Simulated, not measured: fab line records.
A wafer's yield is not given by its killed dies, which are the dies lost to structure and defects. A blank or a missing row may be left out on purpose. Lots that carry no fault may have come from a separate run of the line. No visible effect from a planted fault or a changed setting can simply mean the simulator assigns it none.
Split-lot experiment	flow n5_finfet	on a route of 1938 steps: 7 lots, 39 wafers read

## THE SPLIT ITSELF
At N5_BEOL_M15_TRENCH_ETCH_34 (etches SiO2 in C4F8/O2/Ar, target depth 872.93 nm, time 199 s), the setting time_s was moved away from the recipe's 199 s on 15 of the 39 wafers read, by -30.9% to +56.0%. The other wafers ran this setting at the recipe's value.

## FROM THE SPLIT TO THE READING: what the file shows between them, 7 steps
- N5_BEOL_M15_STRIP_36: strips in O2
- N5_BEOL_M15_ECD_47: material Cu, target thk 1860 nm
- N5_BEOL_M15_ANNEAL_48: time 90 s
- N5_BEOL_M15_CMP_49: polishes, stops on SiO2, t overpolish 4.9 s, target thk 850 nm
- N5_BEOL_M15_THK_MEAS_50: measures by xrf
- N5_BEOL_M15_PRE_CLEAN_52: time 15 s
- N5_BEOL_M15_DEP_53: deposits SiCN from 3MS/NH3, target thk 50 nm, time 17.8 s

## THE READING
Measured at N5_BEOL_M15_RS_MEAS_54 by four-point probe: M15_RS, in ohm/sq. Fault-free wafers of this fab line usually give 0.0217 ohm/sq, standard deviation 0.00054 ohm/sq.

wafer	tool, chamber at the split	time_s as run, s	against the recipe	M15_RS, ohm/sq	against lot-mates on the recipe
L078.1	rie_diel-02, 0	137.6	-30.9%	0.0312	+0.0088
L078.2	rie_diel-02, 1	199	recipe	0.0225	-
L078.3	rie_diel-02, 3	199	recipe	0.0222	-
L078.4	rie_diel-02, 2	137.6	-30.9%	0.0321	+0.0097
L078.5	rie_diel-02, 0	137.6	-30.9%	0.0314	+0.0090
L078.6	rie_diel-02, 3	199	recipe	0.0226	-
L082.1	rie_diel-05, 1	199	recipe	0.0217	-
L082.2	rie_diel-05, 0	199	recipe	0.0218	-
L082.3	rie_diel-05, 2	199	recipe	0.0216	-
L082.4	rie_diel-05, 3	199	recipe	0.0220	-
L082.5	rie_diel-05, 2	199	recipe	0.0216	-
L082.6	rie_diel-05, 1	199	recipe	0.0217	-
L083.1	rie_diel-06, 1	199	recipe	0.0220	-
L083.2	rie_diel-06, 2	199	recipe	0.0215	-
L083.3	rie_diel-06, 3	199	recipe	0.0208	-
L083.4	rie_diel-06, 1	310.4	+56.0%	0.0140	-0.0074
L083.5	rie_diel-06, 2	310.4	+56.0%	0.0135	-0.0079
L083.6	rie_diel-06, 3	310.4	+56.0%	0.0133	-0.0081
L084.1	rie_diel-02, 0	295.7	+48.6%	0.0141	-0.0078
L084.2	rie_diel-02, 1	199	recipe	0.0222	-
L084.3	rie_diel-02, 2	199	recipe	0.0215	-
L084.4	rie_diel-02, 3	199	recipe	0.0220	-
L084.5	rie_diel-02, 3	295.7	+48.6%	0.0147	-0.0072
L084.6	rie_diel-02, 2	295.7	+48.6%	0.0143	-0.0076
L087.1	rie_diel-06, 2	199	recipe	0.0211	-
L087.2	rie_diel-06, 0	269.2	+35.3%	0.0162	-0.0057
L087.3	rie_diel-06, 3	269.2	+35.3%	0.0150	-0.0069
L087.4	rie_diel-06, 1	199	recipe	0.0224	-
L087.5	rie_diel-06, 1	269.2	+35.3%	0.0161	-0.0058
L087.6	rie_diel-06, 0	199	recipe	0.0223	-
L094.1	rie_diel-05, 0	199	recipe	0.0211	-
L094.2	rie_diel-05, 1	199	recipe	0.0210	-
L094.3	rie_diel-05, 2	199	recipe	0.0215	-
L097.1	rie_diel-02, 0	199	recipe	0.0214	-
L097.2	rie_diel-02, 3	265.2	+33.3%	0.0164	-0.0054
L097.3	rie_diel-02, 1	199	recipe	0.0224	-
L097.4	rie_diel-02, 2	199	recipe	0.0217	-
L097.5	rie_diel-02, 2	265.2	+33.3%	0.0162	-0.0056
L097.6	rie_diel-02, 3	265.2	+33.3%	0.0166	-0.0052

THE FIT
A straight line over all 39 wafers: M15_RS changes by -0.000183 ohm/sq for each +1% of time_s; r = -0.96; the points scatter about the line by 0.0013 ohm/sq.
The same after taking each lot's own level away (the mean of its wafers on the recipe; 39 wafers): -0.000178 ohm/sq for each +1%; r = -0.97; scatter 0.0012 ohm/sq.
Per that fit: largest time_s move, reading shift of 0.01 ohm/sq.
The lots' own levels span 0.02120 to 0.02243 ohm/sq, that is 2.3 times the standard deviation above.
The two slopes agree, so the slope changes little with the lot-to-lot level.
Check: for one of the wafers moved furthest among these (+56.0%), held out of the fit, the line's prediction against its lot-mates is -0.00966 ohm/sq. Against them it came out at -0.00743 ohm/sq.

## THE WHOLE CHAIN: every reading that the file lists as answering this split, in the file's order
step	what it does	reading	change (the file's fit)	r (the file's)
N5_BEOL_M15_TRENCH_ETCH_34	etches SiO2 in C4F8/O2/Ar, target depth 872.93 nm, time 199 s	etch.depth_nm (the simulator's own value, which no gauge read)	+8.62 nm for each +1% of the setting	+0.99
N5_BEOL_M15_TRENCH_ETCH_34	etches SiO2 in C4F8/O2/Ar, target depth 872.93 nm, time 199 s	coat_of_BEOL_M15_COAT_22.thk_nm (the simulator's own value, which no gauge read)	-1.69 nm for each +1% of the setting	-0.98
N5_BEOL_M15_CMP_49	polishes, stops on SiO2, t overpolish 4.9 s, target thk 850 nm	Cu_of_BEOL_M15_ECD_47.thk_nm (the simulator's own value, which no gauge read)	+8.63 nm for each +1% of the setting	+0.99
N5_BEOL_M15_THK_MEAS_50	measures by xrf	M15_THK	+8.64 for each +1% of the setting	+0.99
N5_BEOL_M15_RS_MEAS_54	measures by four-point-probe	M15_RS	-0.000169 for each +1% of the setting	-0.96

## FILE'S OWN FIT
M15_RS changes by -0.000169 ohm/sq for each +1% of time_s, r = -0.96.
